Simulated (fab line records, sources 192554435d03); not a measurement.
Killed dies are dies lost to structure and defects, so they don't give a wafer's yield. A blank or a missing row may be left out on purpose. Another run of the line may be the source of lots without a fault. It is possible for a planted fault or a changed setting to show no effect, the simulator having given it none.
Comparing a struck lot with a sound one ; flow n5Finfet ; 16 steps out of a route of 1938
Sound: the wafers L234.1, L234.2, L234.4. Struck: wafers L231.1, L231.2, L231.5. The cause is named last.
For every step that has rows: the tool of each side, followed by ch and its chambers, followed by its first start. Under that, the readings that differ: sound wafers ; struck wafers ; difference of the means ; sigmas: that difference in standard deviations of wafers without a fault.
alike: readings whose means differ by less than 2 such deviations, and words and numbers that are the same on both sides. not compared: withheld readings, readings that some wafer has no value for, bounds like >300 that may hide the same value, and numbers for which the record gives no deviation and whose values overlap.
A row with sigmas, a row that says differs or no value, or rows on one side alone: a step with any of these is where the two part. Numbers that don't overlap but have no deviation are shown without sigmas and don't part them. A reading that every wafer of one side lacks parts them only if that side has two wafers or more.

N5_DUMMY_GATE_ETCH_23: etches poly-Si in HBr/Cl2/O2, target depth 41 nm, time 22.3 s.
  sound on rieSi-06 ch 0,2,3, day 6 10:30; struck on rieSi-04 ch 0,1,3, day 5 21:49
  alike: biasW, drypumpMotorCurrentA, mfcCl2Sccm, oesProductAu, rfFwdPowerW, throttleValvePct
  not compared: rfHoursCounterH
N5_DUMMY_GATE_ETCH_44: etches poly-Si in HBr/O2, stops on SiO2, target depth 127.5 nm.
  sound on rieSi-06 ch 0,2,3, day 6 10:34; struck on rieSi-04 ch 0,1,3, day 5 21:53
  alike: biasW, drypumpMotorCurrentA, oesProductAu, rfFwdPowerW, throttleValvePct
  not compared: rfHoursCounterH
N5_DUMMY_GATE_CD_MEAS_24: the cd target is 15 nm.
  sound: cdSem-01 at day 6 10:40; struck: cdSem-03 at day 5 21:59
  alike: cdNm
then, 1 step without rows for these wafers: N5_DUMMY_GATE_ETCH_42 (etches SiO2 in CHF3/O2, target depth 3.5 nm, time 31 s).
N5_DUMMY_GATE_STRIP_48: strips in N2/H2, time 20 s.
  sound on rieDiel-01 ch 0,3, day 6 10:46; struck on rieDiel-03 ch 1,2, day 5 22:05
reading;sound;struck;difference;sigmas
throttleValvePct (%);12.67 12.35 12.66;12.02 12.20 12.01;-0.48;-3
  alike: drypumpMotorCurrentA, n2FlowSccm, oesProductAu, rfVppV, showerheadPlenumPTorr
  not compared: rfHoursCounterH
then, 5 steps without rows for these wafers: N5_DUMMY_GATE_PRECLEAN_33 (cleans in dHF, time 10 s); N5_DUMMY_GATE_PRECLEAN_25 (cleans in O3/DIW, time 45 s); N5_DUMMY_GATE_PRECLEAN_51 (cleans in SC2, time 45 s); N5_DUMMY_GATE_SRD_26 (time 30 s); N5_DUMMY_GATE_UV_OZONE_45 (time 120 s).
N5_DUMMY_GATE_INSPECT_27: inspects for defects (brightfield).
  sound: defectInspect-02 at day 6 10:57; struck: defectInspect-02 at day 5 22:16
  alike: rawDefectCount
N5_SPACER0_ALD_07: deposits SiNx, target thk 2 nm.
  sound on aldSin-03 ch 1,3, day 6 10:59; struck on aldSin-03 ch 0,1,2, day 5 22:40
  alike: chamberPressureTorr, heaterPowerOuterW, heaterPowerW
N5_SPACER0_ALD_00: deposits SiOCN, target thk 3.5 nm, pulse time 3 s, purge time 2 s.
  sound on aldSin-03 ch 1,3, day 6 11:08; struck on aldSin-03 ch 0,1,2, day 5 22:49
  no value came back on the struck wafers for any of 5 readings (aldCycles, chamberPressureTorr (Torr) and others); on the sound wafers aldCycles reads 58 58 58
N5_SPACER0_ALD_08: deposits SiNx, target thk 2 nm.
  sound on aldSin-03 ch 1,3, day 6 11:24; struck on aldSin-03 ch 0,1,2, day 5 23:04
  alike: chamberPressureTorr, heaterPowerOuterW, heaterPowerW
N5_BEOL_M4_RC_MEAS_101:
  the record has rows for the sound wafers here (prober-01 ch 0, day 13 22:10) and none for the struck ones
-- the record jumps here: 12 days lie between the struck wafers' starts before and after (it left off in module BEOL_M4 and takes up again in module PASSIVATION, whose first step shown is number 1936 of the route) --
N5_PASSIVATION_PROBE_49:
  record: rows for the struck wafers here (prober-02, day 17 22:56), none for the sound ones

WHERE THEY PART
Earliest at N5_DUMMY_GATE_STRIP_48; latest, in this record, at N5_PASSIVATION_PROBE_49.

WHY: whatever the simulator had introduced
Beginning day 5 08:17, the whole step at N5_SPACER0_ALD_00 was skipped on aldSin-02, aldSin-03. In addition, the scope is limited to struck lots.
